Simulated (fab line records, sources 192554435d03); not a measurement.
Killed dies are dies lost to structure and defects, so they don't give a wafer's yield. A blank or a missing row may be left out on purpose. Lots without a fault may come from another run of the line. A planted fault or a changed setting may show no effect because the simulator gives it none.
fab line records | flow n5_finfet
record lots=7 wafers=21 last_day=16
route steps=1938 shown BEOL_M13@1675 BEOL_M15@1830 PASSIVATION@1936
lots that met no fault: from a run of the same line without faults
start_h: hours from the record's first day to the start of the lot's first wafer shown | wait_h: hours since the lot's step before | " the same as in the row above | L1.1+2: a row that stands for several wafers | - no value, or no start given | * or withheld: withheld | < > ~ a bound
route shown NAME@n: a module of which the file shows steps, and the number in the route of the first | usual: mean/standard deviation of fault-free wafers | same: alike in all rows | chamber/n: place in a boat | sites: the reading at each site | _std_site: their standard deviation | _edge_site: outer sites' mean less inner sites' | radius_mm: how far each site lies from the wafer's centre | mask NAME#n: copy n | behind: the tool/chamber that last shaped the wafer | hold: why the lot was held/for how many hours/how that ended | device: the transistor (n, p or np) that didn't switch | end of line: the same wafers' tests at the end of the route | a step without rows: its recipe alone | killed: dies lost to structure and defects at the first sort, not the wafer's yield | map: a wafer's dies, x killed, . not, _ none there
set.NAME: the setting as run; set.NAME@STEP: as run at that earlier step | model.NAME: the simulator's own value behind a step, which no gauge read
steps of the route over a sample of lots; a table a step, a row a wafer
services: from which hour (start_h, from the record's first day; less than 0 if before it) a tool's chamber was out of use, for how many hours, and why
## steps
# step N5_BEOL_M13_STRIP_63
# recipe chemistry=N2/H2 power_w=1000 temp_c=250 h2_frac=0.65 overash_fraction=0.3 pressure_mtorr=1000 n2_flow_sccm=1750 h2_flow_sccm=3250
# usual chamber_pressure_mTorr=1000.0/0.91 drypump_motor_current_A=5.69/0.23 heater_power_w=345/53 oes_product_au=0.674/0.0045 strip_time_to_endpoint_s=27.5/1.1
# columns lot.wafer tool chamber start_h wait_h chamber_pressure_mTorr drypump_motor_current_A heater_power_w oes_product_au rf_hours_counter_h strip_time_to_endpoint_s
L752.2 plasma_asher-02 0 254.04 - 1000.3 6.02 429 0.680 124 28.3
L752.5 " 0 " " 1000.1 6.02 432 0.672 - 27.0
L752.6 " 1 " " 1001.2 5.49 317 0.665 - 25.8
L754.3 plasma_asher-01 1 258.82 - 1000.4 5.74 298 0.668 - 29.1
L754.5 " 0 " " 1000.0 5.50 312 0.674 - 27.5
L754.6 " 1 " " 1001.3 5.74 288 0.676 - 28.2
L755.2 plasma_asher-02 1 273.56 - 999.9 5.46 329 0.667 129 27.4
L755.3 " 1 " " 1000.9 5.48 322 0.689 - 27.3
L755.4 " 0 " " 1000.4 6.02 429 0.672 - 26.9
L763.1 plasma_asher-01 0 303.22 - 999.6 5.46 313 0.676 78 29.2
L763.2 " 1 " " 999.6 5.74 302 0.671 78 28.4
L763.4 " 0 " " 1000.4 5.49 306 0.671 - 27.8
L764.1 plasma_asher-01 1 326.43 - 998.4 5.75 293 0.674 83 27.1
L764.3 " 0 " " 1000.0 5.49 310 0.679 - 28.6
L764.6 " 0 " " 999.9 5.49 304 0.675 - 28.0
L766.1 plasma_asher-02 0 349.44 - 999.5 6.01 429 0.679 144 28.8
L766.2 " 1 " " 1000.9 5.46 327 0.669 144 28.1
L766.4 " 0 " " 1001.0 6.01 425 0.678 - 26.7
L770.4 plasma_asher-02 0 356.34 - 1001.3 6.00 441 0.674 - 26.6
L770.5 " 0 " " 999.8 6.01 441 0.671 - 24.3
L770.6 " 1 " " 1000.4 5.48 328 0.668 - 27.2
# step N5_BEOL_M13_CD_MEAS_17
# recipe target_cd_nm=190 polarity=opening
# usual cd_nm=190.2/1.8
# columns lot.wafer tool chamber start_h wait_h cd_nm
L752.2 cd_sem-03 - 254.24 0.0 190.1
L752.5 " - " " 189.4
L752.6 " - " " 186.6
L754.3 cd_sem-03 - 259.01 0.0 189.5
L754.5 " - " " 189.3
L754.6 " - " " 187.6
L755.2 cd_sem-01 - 273.77 0.0 190.3
L755.3 " - " " 191.8
L755.4 " - " " 188.2
L763.1 cd_sem-02 - 303.43 0.0 188.7
L763.2 " - " " 191.6
L763.4 " - " " 192.0
L764.1 cd_sem-03 - 326.63 0.0 192.1
L764.3 " - " " 191.8
L764.6 " - " " 192.8
L766.1 cd_sem-03 - 349.65 0.0 192.7
L766.2 " - " " 193.1
L766.4 " - " " 189.3
L770.4 cd_sem-02 - 356.53 0.0 190.7
L770.5 " - " " 190.5
L770.6 " - " " 191.6
# step N5_BEOL_M13_OVL_MEAS_29
# recipe points_per_wafer=44
# usual M13_OVL=-1/4.6
# columns lot.wafer tool chamber start_h wait_h M13_OVL[nm]
L752.2 overlay-02 0 254.76 0.0 -8
L752.5 " 0 " " -3
L752.6 " 0 " " 0
L754.3 overlay-01 0 259.49 0.0 1
L754.5 " 0 " " 3
L754.6 " 0 " " 3
L755.2 overlay-02 0 274.13 0.0 -3
L755.3 " 0 " " 2
L755.4 " 0 " " -1
L763.1 overlay-01 0 303.91 0.0 7
L763.2 " 0 " " -2
L763.4 " 0 " " 1
L764.1 overlay-02 0 327.11 0.0 -7
L764.3 " 0 " " -2
L764.6 " 0 " " -3
L766.1 overlay-01 0 350.13 0.0 2
L766.2 " 0 " " -2
L766.4 " 0 " " 6
L770.4 overlay-02 0 357.01 0.0 2
L770.5 " 0 " " 1
L770.6 " 0 " " 2
# step N5_BEOL_M13_TRENCH_ETCH_34
# recipe chemistry=C4F8/O2/Ar target=SiOC target_depth_a=4134.7 mask_material=SOC pressure_mtorr=30 source_w=3000 bias_w=700 Ar_flow_sccm=400 C4F8_flow_sccm=15 O2_flow_sccm=8 he_inner_torr=15 he_outer_torr=30 time_s=162.6 ion_energy_ev=250
# usual chamber_pressure_mTorr=30.001/0.028 drypump_motor_current_A=5.9/0.38 oes_product_au=0.78/0.1 rf_vpp_V=665/4 showerhead_plenum_p_Torr=3.41/0.14 throttle_valve_pct=24.2/0.31
# columns lot.wafer tool chamber start_h wait_h chamber_pressure_mTorr drypump_motor_current_A oes_product_au rf_hours_counter_h rf_vpp_V showerhead_plenum_p_Torr throttle_valve_pct
L752.2 rie_diel-05 1 255.22 0.0 30.007 6.1 0.72 187 665 3.40 24.0
L752.5 " 0 " " 29.979 6.5 0.91 - 671 3.60 24.3
L752.6 " 3 " " 30.027 6.3 0.67 - 668 3.51 24.4
L754.3 rie_diel-05 1 260.01 0.0 30.021 6.0 0.72 189 664 3.40 24.0
L754.5 " 3 " " 30.008 6.2 0.67 - 668 3.51 24.4
L754.6 " 1 " " 30.023 6.0 0.71 - 666 3.40 24.0
L755.2 rie_diel-06 0 274.59 0.0 29.995 5.7 0.74 188 664 3.41 24.4
L755.3 " 3 " " 29.961 6.2 0.71 191 664 3.39 24.7
L755.4 " 0 " " 30.021 5.7 0.73 - 664 3.41 24.5
L763.1 rie_diel-01 2 304.41 0.0 29.956 5.2 0.85 45 664 3.33 24.1
L763.2 " 0 " " 30.006 6.2 0.69 247 661 3.24 24.4
L763.4 " 3 " " 29.984 5.6 0.68 - 668 3.53 24.6
L764.1 rie_diel-01 0 327.57 0.0 29.992 6.2 0.68 257 661 3.24 24.4
L764.3 " 3 " " 30.011 5.6 0.68 239 669 3.53 24.6
L764.6 " 2 " " 30.000 5.2 0.83 - 664 3.32 24.1
L766.1 rie_diel-01 3 351.18 0.0 30.054 5.6 0.67 249 668 3.52 24.6
L766.2 " 2 " " 29.978 5.2 0.82 65 663 3.32 24.1
L766.4 " 1 " " 30.023 6.1 0.93 - 665 3.36 24.2
L770.4 rie_diel-01 1 357.54 0.1 29.951 6.1 0.94 - 664 3.35 24.2
L770.5 " 2 " " 29.995 5.2 0.83 - 663 3.32 24.1
L770.6 " 0 " " 30.002 6.2 0.96 - 670 3.64 24.0
# step N5_BEOL_M13_OCD_MEAS_35
# usual trench_depth_nm=411/6.7
# columns lot.wafer tool chamber start_h wait_h trench_depth_nm
L752.2 ocd-01 - 255.40 0.0 406
L752.5 " - " " 413
L752.6 " - " " 407
L754.3 ocd-01 - 260.19 0.0 409
L754.5 " - " " 407
L754.6 " - " " 411
L755.2 ocd-01 - 274.76 0.0 412
L755.3 " - " " 408
L755.4 " - " " 409
L763.1 ocd-01 - 304.58 0.0 410
L763.2 " - " " 416
L763.4 " - " " 409
L764.1 ocd-02 - 327.75 0.0 410
L764.3 " - " " 410
L764.6 " - " " 409
L766.1 ocd-01 - 351.36 0.0 377
L766.2 " - " " 379
L766.4 " - " " 388
L770.4 ocd-02 - 357.65 0.0 396
L770.5 " - " " 383
L770.6 " - " " 393
# step N5_BEOL_M13_THK_MEAS_50
# recipe thk_meas_gauge=xrf reads=Cu_of_BEOL_M13_ECD_47
# usual M13_THK=412/7.1
# columns lot.wafer tool chamber start_h wait_h M13_THK[nm]
L752.2 film_metro-01 - 257.00 - 401
L752.5 " - " " 407
L752.6 " - " " 400
L754.3 film_metro-02 - 262.68 - 414
L754.5 " - " " 410
L754.6 " - " " 416
L755.2 film_metro-02 - 281.33 - 418
L755.3 " - " " 416
L755.4 " - " " 415
L763.1 film_metro-01 - 312.48 - 409
L763.2 " - " " 415
L763.4 " - " " 410
L764.1 film_metro-01 - 332.93 - 408
L764.3 " - " " 408
L764.6 " - " " 406
L766.1 film_metro-01 - 354.99 - 379
L766.2 " - " " 382
L766.4 " - " " 390
L770.4 film_metro-01 - 362.41 - 390
L770.5 " - " " 380
L770.6 " - " " 391
# step N5_BEOL_M13_RS_MEAS_54
# recipe thk_meas_gauge=four-point-probe reads=Cu_of_BEOL_M13_ECD_47+Ta_of_BEOL_M13_SPUTTER_44+TaN_of_BEOL_M13_SPUTTER_43
# usual M13_RS=0.0451/0.00075
# columns lot.wafer tool chamber start_h wait_h M13_RS[ohm/sq]
L752.2 film_metro-01 - 257.13 0.1 0.0457
L752.5 " - " " 0.0450
L752.6 " - " " 0.0456
L754.3 film_metro-01 - 262.81 0.1 0.0452
L754.5 " - " " 0.0455
L754.6 " - " " 0.0448
L755.2 film_metro-01 - 281.46 0.1 0.0447
L755.3 " - " " 0.0452
L755.4 " - " " 0.0451
L763.1 film_metro-01 - 312.62 0.1 0.0451
L763.2 " - " " 0.0447
L763.4 " - " " 0.0452
L764.1 film_metro-02 - 333.06 0.0 0.0455
L764.3 " - " " 0.0454
L764.6 " - " " 0.0456
L766.1 film_metro-02 - 355.12 0.0 0.0492
L766.2 " - " " 0.0489
L766.4 " - " " 0.0478
L770.4 film_metro-02 - 362.54 0.0 0.0470
L770.5 " - " " 0.0488
L770.6 " - " " 0.0474
# step N5_BEOL_M15_RC_MEAS_101
# usual COMB_M10=1.5e-11/3.1e-12 COMB_M11=1.5e-11/3.2e-12 COMB_M12=6.5e-12/1.3e-12 COMB_M13=5.1e-12/1.1e-12 COMB_M14=4.1e-12/8.3e-13 COMB_M15=3e-12/6.1e-13 COMB_M5=3.8e-11/7.2e-12 COMB_M5_max_site=5.5e-11/1.3e-11 COMB_M6=2.5e-11/5.3e-12 COMB_M7=2.6e-11/5.4e-12 COMB_M8=2.6e-11/5.6e-12 COMB_M9=1.5e-11/3.2e-12 COMB_M9_max_site=2.1e-11/4.7e-12 SERP_M10=3.04/0.068 SERP_M11=3.05/0.1 SERP_M12=0.628/0.014 SERP_M13=0.309/0.0064 SERP_M13_max_site=0.312/0.0067 SERP_M14=0.159/0.0036 SERP_M5=38.7/1.7 SERP_M6=13.8/0.56 SERP_M7=13.6/0.55 SERP_M8=13.6/0.43 SERP_M9=3.06/0.093
# columns lot.wafer tool chamber start_h wait_h COMB_M10[S/m] COMB_M11[S/m] COMB_M12[S/m] COMB_M13[S/m] COMB_M14[S/m] COMB_M15[S/m] COMB_M5[S/m] COMB_M5_max_site[S/m] COMB_M6[S/m] COMB_M7[S/m] COMB_M8[S/m] COMB_M9[S/m] COMB_M9_max_site[S/m] SERP_M10[ohm/um] SERP_M11[ohm/um] SERP_M12[ohm/um] SERP_M13[ohm/um] SERP_M13_max_site[ohm/um] SERP_M14[ohm/um] SERP_M5[ohm/um] SERP_M6[ohm/um] SERP_M7[ohm/um] SERP_M8[ohm/um] SERP_M9[ohm/um]
L752.2 prober-02 0 271.86 0.2 1.4e-11 1.3e-11 5e-12 4.3e-12 2.7e-12 3.4e-12 3.6e-11 4.9e-11 1.9e-11 1.7e-11 3.1e-11 1e-11 1.7e-11 2.95 2.99 0.631 0.313 0.315 0.160 39.6 12.8 14.0 13.6 3.05
L752.5 " 0 " " 2.1e-11 1.2e-11 6.7e-12 4e-12 3.4e-12 2.4e-12 3.4e-11 4.6e-11 2.2e-11 2.1e-11 2.3e-11 1.5e-11 1.8e-11 3.01 3.02 0.627 0.311 0.317 0.163 39.1 12.6 13.8 13.7 3.06
L752.6 " 0 " " 1.1e-11 1.3e-11 6.5e-12 5.6e-12 2.5e-12 2.1e-12 5.6e-11 7.2e-11 1.8e-11 2.1e-11 2.7e-11 1.3e-11 2.2e-11 2.97 2.98 0.618 0.310 0.314 0.159 40.0 14.0 13.5 14.5 3.11
L754.3 prober-02 0 273.11 0.3 1.7e-11 9e-12 6.5e-12 6.1e-12 3.7e-12 2.6e-12 4e-11 5.7e-11 2.4e-11 2.4e-11 3.5e-11 1.9e-11 2.7e-11 3.01 2.98 0.630 0.306 0.308 0.160 40.7 14.1 14.1 13.8 3.27
L754.5 " 0 " " 1.8e-11 9e-12 5.5e-12 5.4e-12 4.6e-12 2.6e-12 3.3e-11 5.6e-11 2.6e-11 2.3e-11 3.6e-11 1.8e-11 2.3e-11 3.02 3.07 0.624 0.312 0.314 0.161 41.8 14.0 14.2 13.1 3.08
L754.6 " 0 " " 1.6e-11 1.2e-11 6.4e-12 5.4e-12 4.1e-12 2.7e-12 3.7e-11 5.2e-11 1.8e-11 2.8e-11 3e-11 1.8e-11 2.7e-11 3.02 3.11 0.619 0.307 0.309 0.157 39.8 14.2 14.7 13.5 3.18
L755.2 prober-01 0 295.81 0.6 1.6e-11 1.5e-11 6.7e-12 5.7e-12 5.5e-12 3.5e-12 5.2e-11 7.5e-11 2.6e-11 2.5e-11 2.2e-11 1.7e-11 2.5e-11 2.98 3.21 0.611 0.309 0.311 0.152 40.5 12.4 13.5 13.9 3.04
L755.3 " 0 " " 1.1e-11 1.8e-11 5.8e-12 6.3e-12 3.8e-12 3.9e-12 3.8e-11 4.9e-11 2.5e-11 2.8e-11 2.3e-11 1.4e-11 1.8e-11 3.02 3.07 0.641 0.310 0.313 0.157 41.2 13.8 14.0 13.1 3.11
L755.4 " 0 " " 9e-12 1.7e-11 7.7e-12 5.8e-12 4.6e-12 3.6e-12 3.2e-11 4.6e-11 2.4e-11 1.9e-11 2.5e-11 1.5e-11 2.1e-11 3.05 3.09 0.632 0.309 0.313 0.156 41.0 12.9 13.6 13.2 3.14
L763.1 prober-01 0 335.65 0.0 1.7e-11 1.1e-11 6.8e-12 6.1e-12 6e-12 2.9e-12 3.3e-11 4.3e-11 3.5e-11 1.8e-11 1.8e-11 2.2e-11 2.8e-11 3.12 3.11 0.626 0.306 0.310 0.157 35.4 13.7 13.5 14.3 3.02
L763.2 " 0 " " 1.3e-11 1.4e-11 4.5e-12 4.9e-12 4.3e-12 3.2e-12 2.7e-11 3.9e-11 2.4e-11 2e-11 3.1e-11 1.6e-11 2e-11 3.11 3.18 0.641 0.306 0.308 0.156 36.9 13.3 13.5 13.8 3.02
L763.4 " 0 " " 1.1e-11 1e-11 7.7e-12 5e-12 4.8e-12 2.8e-12 3.8e-11 5.8e-11 2.9e-11 2.6e-11 2.2e-11 1.3e-11 1.7e-11 3.05 2.86 0.619 0.301 0.303 0.155 40.4 13.8 12.7 14.3 3.19
L764.1 prober-02 0 344.67 0.0 9e-12 1.4e-11 5.1e-12 4.8e-12 3.2e-12 2e-12 3.6e-11 4.8e-11 2.6e-11 1.9e-11 2.6e-11 1.4e-11 2.5e-11 3.07 3.07 0.614 0.315 0.319 0.159 38.3 14.2 13.3 13.3 2.92
L764.3 " 0 " " 1e-11 1e-11 7.7e-12 3.1e-12 3.3e-12 2e-12 5.4e-11 7.2e-11 1.9e-11 2.4e-11 2.9e-11 1.2e-11 2.1e-11 3.00 3.11 0.640 0.307 0.310 0.155 39.3 13.1 14.4 14.0 3.09
L764.6 " 0 " " 1e-11 1.3e-11 6.4e-12 4.4e-12 5.3e-12 2.7e-12 3.6e-11 5.6e-11 2.4e-11 2.4e-11 2.2e-11 1.3e-11 1.7e-11 2.94 3.10 0.637 0.305 0.309 0.159 37.2 13.7 14.4 14.0 2.95
L766.1 prober-02 0 372.16 0.0 1.3e-11 1.6e-11 5.6e-12 4.3e-12 4.2e-12 2.4e-12 3.2e-11 4.8e-11 1.8e-11 2.9e-11 3.5e-11 1.1e-11 1.3e-11 3.03 2.95 0.650 0.335 0.338 0.159 39.5 13.5 13.5 13.2 2.91
L766.2 " 0 " " 1.2e-11 1.2e-11 7e-12 4.7e-12 3.7e-12 2.4e-12 3e-11 3.9e-11 1.8e-11 4e-11 2.9e-11 1.4e-11 2.4e-11 2.91 3.01 0.663 0.330 0.333 0.162 36.5 13.9 12.9 13.7 3.18
L766.4 " 0 " " 1.3e-11 1e-11 6.5e-12 4.5e-12 3.8e-12 2.2e-12 2.7e-11 4e-11 2.1e-11 2.5e-11 2.4e-11 1.5e-11 2e-11 2.97 3.24 0.618 0.321 0.328 0.159 36.7 13.5 13.8 13.2 3.11
L770.4 prober-01 0 380.98 0.5 1.3e-11 1.2e-11 7.7e-12 7.1e-12 4.8e-12 3.5e-12 4.3e-11 6.2e-11 2.1e-11 2.3e-11 2e-11 1e-11 1.7e-11 3.10 2.91 0.645 0.322 0.326 0.161 38.2 13.0 13.9 14.1 3.17
L770.5 " 0 " " 1.6e-11 1.7e-11 6.5e-12 5.6e-12 4e-12 3.4e-12 4.4e-11 5.5e-11 2.7e-11 3e-11 2.5e-11 1.4e-11 2e-11 3.10 2.99 0.620 0.331 0.337 0.159 37.7 13.8 14.6 13.1 3.15
L770.6 " 0 " " 2e-11 1.7e-11 9.8e-12 7.6e-12 4.4e-12 3.3e-12 4.3e-11 6.7e-11 2.5e-11 3.3e-11 1.8e-11 1.3e-11 1.6e-11 3.01 3.00 0.630 0.325 0.328 0.163 39.7 13.1 13.6 13.7 3.06
# sites SERP_M13 radius_mm=0,75,75,75,75,140,140,140,140
L752.2 0.315 0.314 0.314 0.313 0.314 0.312 0.311 0.309 0.311
L754.3 0.303 0.305 0.305 0.306 0.308 0.304 0.307 0.306 0.306
L755.2 0.309 0.305 0.310 0.308 0.310 0.311 0.309 0.309 0.307
L763.1 0.304 0.305 0.310 0.308 0.310 0.302 0.308 0.306 0.304
L764.1 0.316 0.313 0.319 0.314 0.317 0.313 0.315 0.319 0.313
L766.1 0.335 0.335 0.335 0.334 0.335 0.333 0.333 0.338 0.335
L770.4 0.321 0.323 0.321 0.324 0.321 0.322 0.321 0.326 0.324
# step N5_PASSIVATION_PROBE_49
# usual defect_limited_yield=91.4/1.5 killed_at_M0_to_M3=32/9.8 killed_at_M4_up=15/5.6 killed_at_contacts=12/5.4 killed_at_front_end=40/13 killed_at_other=3.0/2.1 killed_dies=102/17 killed_open=67/13 killed_short=32/7.1 sort_bin_5_function=5.1/0.96 sort_bin_6_memory=3.2/0.7 sort_n_pass=1078/18 sort_yield_pct=91.3/1.5
# same gross_dies=1180 killed_at_back_side=0 sort_bin_4_leakage[%]=0 sort_bin_8_speed[%]=0
# columns lot.wafer tool chamber start_h wait_h defect_limited_yield[%] killed_at_M0_to_M3 killed_at_M4_up killed_at_contacts killed_at_front_end killed_at_other killed_dies killed_open killed_short sort_bin_5_function[%] sort_bin_6_memory[%] sort_n_pass sort_yield_pct[%]
L763.2 prober-01 - 352.53 0.1 89.7 42 22 13 41 3 121 70 47 6.2 3.4 1059 89.7
# killed by level:class
L763.2 MOL_CONTACT_COAG:geometric_particle:open=11 BEOL_M0_SAQP:geometric_particle:open=9 BEOL_M4:geometric_particle:open=9 FIN_SAQP:geometric_particle:short=7 BEOL_M0_SAQP:geometric_particle:short=7 BEOL_M3:geometric_particle:open=7 GATE_CUT:geometric_particle:short=6 FIN_SAQP:geometric_particle:open=5
## services
# columns tool chamber start_h hours kind
plasma_asher-01 - 235.97 2.8 pm
rie_diel-05 1 244.64 5.5 repair
rie_diel-01 0 249.43 3.8 repair
rie_diel-05 2 250.16 - clean
rie_diel-05 2 250.16 - consumable_replace:focus_ring
rie_diel-05 2 250.16 - consumable_replace:showerhead
rie_diel-05 2 250.16 21.8 scheduled_down
rie_diel-05 2 250.16 21.8 vent_cycle
rie_diel-01 2 265.90 16.8 repair
rie_diel-05 3 298.74 - clean
rie_diel-05 3 298.74 - consumable_replace:focus_ring
rie_diel-05 3 298.74 22.1 scheduled_down
rie_diel-01 1 303.50 - clean
rie_diel-01 1 303.50 - consumable_replace:focus_ring
rie_diel-01 1 303.50 23.9 scheduled_down
rie_diel-01 1 303.50 23.9 vent_cycle
rie_diel-01 0 327.72 - clean
rie_diel-01 0 327.72 - consumable_replace:focus_ring
rie_diel-01 0 327.72 - consumable_replace:showerhead
plasma_asher-02 - 340.56 0.9 repair
rie_diel-01 3 354.42 - clean
rie_diel-01 3 354.42 - consumable_replace:focus_ring
rie_diel-01 3 354.42 17.7 scheduled_down
rie_diel-01 3 354.42 17.7 vent_cycle
## key
first_sign step=N5_BEOL_M13_OCD_MEAS_35 reading=trench_depth_nm direction=down sigmas=3.8 usual=411 struck=386
effect step=N5_BEOL_M13_THK_MEAS_50 reading=M13_THK direction=down sigmas=3.7 usual=412 struck=385
effect step=N5_BEOL_M13_RS_MEAS_54 reading=M13_RS direction=up sigmas=4.1 usual=0.0451 struck=0.0482
effect step=N5_BEOL_M15_RC_MEAS_101 reading=SERP_M13 direction=up sigmas=2.9 usual=0.309 struck=0.327
met_at N5_BEOL_M13_TRENCH_ETCH_34
struck_lots L766,L770
not_acting_at N5_BEOL_M13_STRIP_63,N5_BEOL_M13_CD_MEAS_17,N5_BEOL_M13_OVL_MEAS_29
onset_between 327.57 351.18
also_fits time
fault kind=process_parameter_drift tool=rie_diel-01 chamber=- onset_h=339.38 steps=N5_BEOL_M13_TRENCH_ETCH_34 channel=target_depth_a offset=-299.38 shape=step end_h=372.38 acts_in=these_recipes_only stated=4134.7
